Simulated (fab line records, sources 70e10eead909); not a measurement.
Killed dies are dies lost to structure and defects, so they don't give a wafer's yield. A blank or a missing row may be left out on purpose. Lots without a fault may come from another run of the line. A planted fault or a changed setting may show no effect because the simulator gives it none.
A struck lot beside a sound one | flow nand_harc | 15 steps out of a route of 1302
Sound: wafers L404.1, L404.2, L404.3. Struck: wafers L421.1, L421.4, L421.5. The cause comes at the end.
At each step with rows: each side's tool, then ch and its chambers, then its first start. Under that, the readings that differ: sound wafers | struck wafers | difference of the means | sigmas: that difference in standard deviations of wafers without a fault.
alike: readings whose means differ by less than 2 such deviations, and words and numbers that are the same on both sides. not compared: withheld readings, readings that some wafer has no value for, bounds like >300 that may hide the same value, and numbers for which the record gives no deviation and whose values overlap.
The two part at a step that has a row with sigmas, a row that says differs or no value, or rows on one side only. Numbers that don't overlap but have no deviation are shown without sigmas and don't part them. A reading that every wafer of one side lacks parts them only if that side has two wafers or more.

first, 2 steps without rows for these wafers: NHARC_A_CONTACT_STRIP_104 (strips in CF4/CHF3); NHARC_A_CONTACT_STRIP_105 (strips in O2/COS).
NHARC_A_CONTACT_ETCH_106: etches the open film in CF4/O2, target depth 90 nm, overetch 9 nm, time 49.5 s.
  sound on rie_diel-06 ch 1,2,3, day 24 22:33; struck on rie_diel-02 ch 0,3, day 32 02:35
  alike: bias_w, drypump_motor_current_A, oes_ar_750_au, oes_product_au, rf_vpp_V, showerhead_plenum_p_Torr, throttle_valve_pct
  not compared: rf_hours_counter_h
NHARC_A_CONTACT_STRIP_82: strips in O2.
  sound on rie_diel-06 ch 0,1,2; struck on rie_diel-02 ch 0,2,3
  alike: drypump_motor_current_A, oes_product_au, rf_vpp_V, showerhead_plenum_p_Torr, throttle_valve_pct
  not compared: rf_hours_counter_h
then, 1 step without rows for these wafers: NHARC_A_CONTACT_STRIP_83 (strips in post etch residue remover, time 600 s).
NHARC_A_CONTACT_DEP_84: deposits aC, target thk 2800 nm.
  sound on acl_dep-02 ch 0, day 24 23:52; struck on acl_dep-02 ch 0, day 32 03:29
  alike: throttle_valve_pct
NHARC_A_CONTACT_DEP_85: deposits SiON, target thk 60 nm.
  sound on pecvd-01 ch 0,1,2, day 25 01:35; struck on pecvd-04 ch 1,2, day 32 05:17
  alike: heater_power_w
then, 5 steps without rows for these wafers: NHARC_A_CONTACT_DEHYDRATE_00 (time 120 s); NHARC_A_CONTACT_HMDS_01 (time 30 s); NHARC_A_CONTACT_COAT_86 (time 75 s); NHARC_A_CONTACT_COAT_87 (time 65 s); NHARC_A_CONTACT_COAT_02 (resist thk 90 nm).
NHARC_A_CONTACT_SOFTBAKE_03: time 55 s.
  sound on litho_track-04 ch 0, day 25 01:00; struck on litho_track-04 ch 0, day 32 05:00
  reading                  | sound                | struck               | difference | sigmas
  heater_power_total_W (W) | 188.49 188.38 188.35 | 323.11 323.52 323.62 | +135.01    | +99 or more
then, 2 steps without rows for these wafers: NHARC_A_CONTACT_EBR_04; NHARC_END_SORT_01.

WHERE THEY PART
Only at NHARC_A_CONTACT_SOFTBAKE_03, within this record.

WHY: what the simulator had put in
Process parameter drift: litho_track-04, from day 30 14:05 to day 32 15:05, at NHARC_A_CONTACT_SOFTBAKE_03. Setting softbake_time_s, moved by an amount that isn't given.
